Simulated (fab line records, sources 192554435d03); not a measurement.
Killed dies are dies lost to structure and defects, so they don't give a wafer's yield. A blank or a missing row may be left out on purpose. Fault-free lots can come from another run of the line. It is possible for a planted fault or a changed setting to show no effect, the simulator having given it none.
Which tool was responsible? ; flow n5Finfet ; Sampling: 24 lots, 72 wafers, 4 of 1938 route steps

== WHAT THE GAUGES READ, wafer by wafer ==
N5_BEOL_M5_OVL_MEAS_12. Usual: M5_OVL gives 0.1 nm (standard deviation 0.69).
lot;measured;on;M5_OVL (nm);flag
L074;day 8 14:47;overlay-02;1.2 0.8 -0.2;
L075;day 8 21:33;overlay-02;-0.2 -1.2 -0.8;
L076;day 9 06:07;overlay-02;0.5 0.6 0.0;
L077;day 9 09:08;overlay-02;-0.2 1.1 -0.6;
L079;day 9 09:34;overlay-02;0.8 0.4 1.3;
L078;day 9 13:59;overlay-02;0.9 1.4 0.5;
L080;day 10 05:44;overlay-01;0.2 -0.3 0.3;
L081;day 10 05:56;overlay-02;-0.5 0.0 -0.6;
L082;day 10 10:34;overlay-01;-0.8 0.1 0.2;
L083;day 11 01:23;overlay-02;-0.9 0.3 -0.3;
L085;day 11 01:39;overlay-01;1.4 0.6 1.4;
L084;day 11 04:40;overlay-02;-0.5 0.5 -0.3;
L088;day 11 09:37;overlay-01;0.0 -0.4 -0.7;
L086;day 11 09:52;overlay-01;-0.4 0.0 -0.4;
L087;day 12 05:58;overlay-01;0.6 -0.2 0.7;
L089;day 12 06:30;overlay-01;-1.2 0.3 0.4;
L090;day 12 13:04;overlay-01;-1.3 -0.3 -1.7;
L091;day 13 04:17;overlay-02;0.0 -0.9 -0.1;
L094;day 13 08:30;overlay-02;0.2 0.7 0.9;
L092;day 13 08:36;overlay-01;-0.8 0.4 -0.4;
L093;day 13 12:09;overlay-01;0.0 -0.3 -0.2;
L096;day 13 11:58;overlay-01;1.3 0.8 1.0;
L095;day 14 03:01;overlay-02;1.2 0.8 0.9;
L097;day 14 08:50;overlay-02;-0.1 0.6 0.7;

N5_BEOL_M5_CD_MEAS_18: pitch 56 nm, target cd 28 nm. Usual: cdNm at 28.0 nm, with a standard deviation of 0.45.
lot;measured;on;cdNm (nm);flag
L074;day 8 15:18;cdSem-02;28.2 28.3 28.0;
L075;day 8 22:12;cdSem-02;28.9 27.9 28.1;
L076;day 9 06:55;cdSem-01;28.2 28.1 28.4;
L077;day 9 09:39;cdSem-02;28.4 28.7 29.0;
L079;day 9 10:05;cdSem-02;28.3 28.0 27.7;
L078;day 9 14:37;cdSem-03;27.8 28.4 29.0;
L080;day 10 06:20;cdSem-03;27.6 28.1 28.3;
L081;day 10 06:32;cdSem-02;28.0 28.2 28.4;
L082;day 10 11:52;cdSem-01;27.7 27.4 27.9;
L083;day 11 01:54;cdSem-03;27.7 28.0 28.3;
L085;day 11 02:16;cdSem-03;28.4 27.6 28.4;
L084;day 11 05:29;cdSem-01;27.9 27.9 27.7;
L088;day 11 10:26;cdSem-03;27.6 27.6 27.2;
L086;day 11 10:34;cdSem-02;27.9 28.2 27.6;
L087;day 12 06:53;cdSem-02;28.0 27.0 28.4;
L089;day 12 07:02;cdSem-03;27.9 27.3 27.6;
L090;day 12 13:45;cdSem-03;27.9 28.3 28.1;
L091;day 13 05:00;cdSem-03;28.2 28.7 28.0;
L094;day 13 09:02;cdSem-01;28.3 27.7 28.0;
L092;day 13 09:13;cdSem-03;26.9 27.2 27.8;
L093;day 13 12:40;cdSem-02;27.8 27.7 28.2;
L096;day 13 12:29;cdSem-01;28.8 28.6 28.1;
L095;day 14 03:32;cdSem-03;28.1 27.4 27.6;
L097;day 14 09:21;cdSem-02;28.7 28.1 29.0;

== WHICH TOOL RAN EACH LOT (tool, then ch and the chambers of the sampled wafers, then the start) ==
lot;N5_BEOL_M4_SPUTTER_94;N5_BEOL_M5_ETCH_72
L074;pvdSputter-01, day 8 11:10;rieDiel-02 ch 0,1,2, day 8 14:54
L075;pvdSputter-02, day 8 16:44;rieDiel-01 ch 0,2,3, day 8 21:48
L076;pvdSputter-03, day 9 01:41;rieDiel-03 ch 1,2, day 9 06:31
L077;pvdSputter-03, day 9 04:36;rieDiel-01 ch 0,3, day 9 09:16
L079;pvdSputter-02, day 9 05:28;rieDiel-01 ch 0,2,3, day 9 09:42
L078;pvdSputter-02, day 9 08:07;rieDiel-03 ch 0,2,3, day 9 14:07
L080;pvdSputter-02, day 10 01:52;rieDiel-03 ch 0,2,3, day 10 05:51
L081;pvdSputter-01, day 10 02:25;rieDiel-01 ch 0,3, day 10 06:09
L082;pvdSputter-01, day 10 06:53;rieDiel-01 ch 0,1,3, day 10 11:20
L083;pvdSputter-03, day 10 19:46;rieDiel-03 ch 0,2,3, day 11 01:31
L085;pvdSputter-01, day 10 20:14;rieDiel-01 ch 0,2,3, day 11 01:46
L084;pvdSputter-01, day 11 00:43;rieDiel-01 ch 0,1,3, day 11 05:01
L088;pvdSputter-03, day 11 03:38;rieDiel-01 ch 1,2, day 11 09:56
L086;pvdSputter-02, day 11 03:52;rieDiel-03 ch 0,3, day 11 10:10
L087;pvdSputter-01, day 12 01:29;rieDiel-02 ch 1,2,3, day 12 06:27
L089;pvdSputter-03, day 12 02:35;rieDiel-03 ch 1,2,3, day 12 06:38
L090;pvdSputter-01, day 12 08:05;rieDiel-01 ch 0,1,3, day 12 13:21
L091;pvdSputter-02, day 12 21:57;rieDiel-01 ch 0,1,3, day 13 04:35
L094;pvdSputter-02, day 13 02:52;rieDiel-01 ch 1,2,3, day 13 08:38
L092;pvdSputter-03, day 13 02:53;rieDiel-02 ch 1,2, day 13 08:44
L093;pvdSputter-02, day 13 07:37;rieDiel-02 ch 0,1,3, day 13 12:16
L096;pvdSputter-01, day 13 07:43;rieDiel-03 ch 0,2,3, day 13 12:06
L095;pvdSputter-03, day 13 23:03;rieDiel-01 ch 0,1,2, day 14 03:08
L097;pvdSputter-03, day 14 05:08;rieDiel-03 ch 0,1,3, day 14 08:58
- N5_BEOL_M4_SPUTTER_94: material Cu, target thk 4.5 nm, time 8.29 s.
- N5_BEOL_M5_ETCH_72: etches underlayer in N2/H2, target depth 6.5 nm, time 5.2 s.

== AS READ BY THE TOOLS THEMSELVES (means over the sampled wafers that have a number; for cases with no such wafer, the mark the record gives instead) ==
N5_BEOL_M4_SPUTTER_94. Usual: chuckSensorTempC -16.1 C, standard deviation 0.44; throttleValvePct 29.6 %, standard deviation 1.1.
lot;tool;chuckSensorTempC (C);throttleValvePct (%);flag
L074;pvdSputter-01;-15.4;28.6;
L075;pvdSputter-02;-16.4;29.1;
L076;pvdSputter-03;-16.3;28.7;
L077;pvdSputter-03;-16.2;29.7;
L079;pvdSputter-02;-16.1;29.7;
L078;pvdSputter-02;-16.3;29.7;
L080;pvdSputter-02;-16.2;29.5;
L081;pvdSputter-01;-15.6;29.2;
L082;pvdSputter-01;-15.9;29.9;
L083;pvdSputter-03;-16.0;29.8;
L085;pvdSputter-01;-16.0;29.9;
L084;pvdSputter-01;-15.8;30.6;
L088;pvdSputter-03;-16.0;29.9;
L086;pvdSputter-02;-16.3;29.6;
L087;pvdSputter-01;-16.0;31.1;
L089;pvdSputter-03;-16.3;30.2;
L090;pvdSputter-01;-15.7;29.3;
L091;pvdSputter-02;-16.3;29.3;
L094;pvdSputter-02;-16.5;29.2;
L092;pvdSputter-03;-16.2;30.2;
L093;pvdSputter-02;-15.9;30.0;
L096;pvdSputter-01;-15.7;29.2;
L095;pvdSputter-03;-16.3;29.9;
L097;pvdSputter-03;-16.4;29.0;

N5_BEOL_M5_ETCH_72. Usual: drypumpMotorCurrentA 5.7 A, standard deviation 0.44; etchRfOnTimeS 5.20 s, standard deviation 0.18; oesProductAu 0.65 a.u., standard deviation 0.071; rfVppV 523.1 V, standard deviation 2.6; showerheadPlenumPTorr 2.51 Torr, standard deviation 0.088; throttleValvePct 18.0 %, standard deviation 0.31.
lot;tool;drypumpMotorCurrentA (A);etchRfOnTimeS (s);oesProductAu (a.u.);rfVppV (V);showerheadPlenumPTorr (Torr);throttleValvePct (%);flag
L074;rieDiel-02;5.7;5.34;0.69;524.4;2.53;17.8;
L075;rieDiel-01;6.2;5.08;0.63;525.2;2.53;17.9;
L076;rieDiel-03;5.6;5.09;0.77;523.4;2.49;18.1;
L077;rieDiel-01;6.3;5.04;0.63;521.6;2.48;17.9;
L079;rieDiel-01;6.2;5.11;0.62;524.6;2.52;17.9;
L078;rieDiel-03;5.5;5.34;0.70;523.5;2.52;18.1;
L080;rieDiel-03;5.5;5.32;0.70;523.1;2.52;18.1;
L081;rieDiel-01;6.2;5.01;0.62;521.2;2.44;18.1;
L082;rieDiel-01;5.9;5.02;0.63;521.1;2.45;18.0;
L083;rieDiel-03;5.5;5.26;0.68;524.0;2.52;18.1;
L085;rieDiel-01;6.2;5.10;0.62;523.7;2.52;17.9;
L084;rieDiel-01;5.9;4.99;0.63;521.5;2.45;18.0;
L088;rieDiel-01;5.6;5.19;0.63;522.1;2.50;18.0;
L086;rieDiel-03;5.3;5.43;0.62;523.0;2.50;18.1;
L087;rieDiel-02;5.6;5.31;0.65;522.1;2.50;17.9;
L089;rieDiel-03;5.4;5.20;0.74;523.1;2.47;18.0;
L090;rieDiel-01;5.9;5.09;0.62;522.5;2.44;18.1;
L091;rieDiel-01;5.9;5.10;0.62;521.4;2.44;18.1;
L094;rieDiel-01;5.8;5.22;0.61;521.3;2.48;18.1;
L092;rieDiel-02;5.7;5.37;0.62;522.8;2.46;18.0;
L093;rieDiel-02;5.5;5.24;0.68;522.9;2.52;17.8;
L096;rieDiel-03;5.5;5.26;0.66;523.7;2.51;18.1;
L095;rieDiel-01;6.0;5.21;0.62;522.6;2.52;17.9;
L097;rieDiel-03;5.2;5.29;0.66;522.9;2.52;18.1;

== THE ANSWER, worked out from the rows above alone ==
Rule: take the mean of a lot's wafers that have a number; if it is more than 3 standard deviations from the usual mean, the lot is off. Also off: a lot with no number at a reading for which 4 or more lots have one. The other lots that the step has rows for count as sound. First the gauges in route order, then the tools' own readings, where a lot's mean is used as printed above. At the first step where some lot is off, the reading lying furthest off is the one used; lots without a number count as furthest.
Across all readings shown, no lot is off: no conclusion can be drawn from this.

== WHAT WAS PUT IN BY THE SIMULATOR ==
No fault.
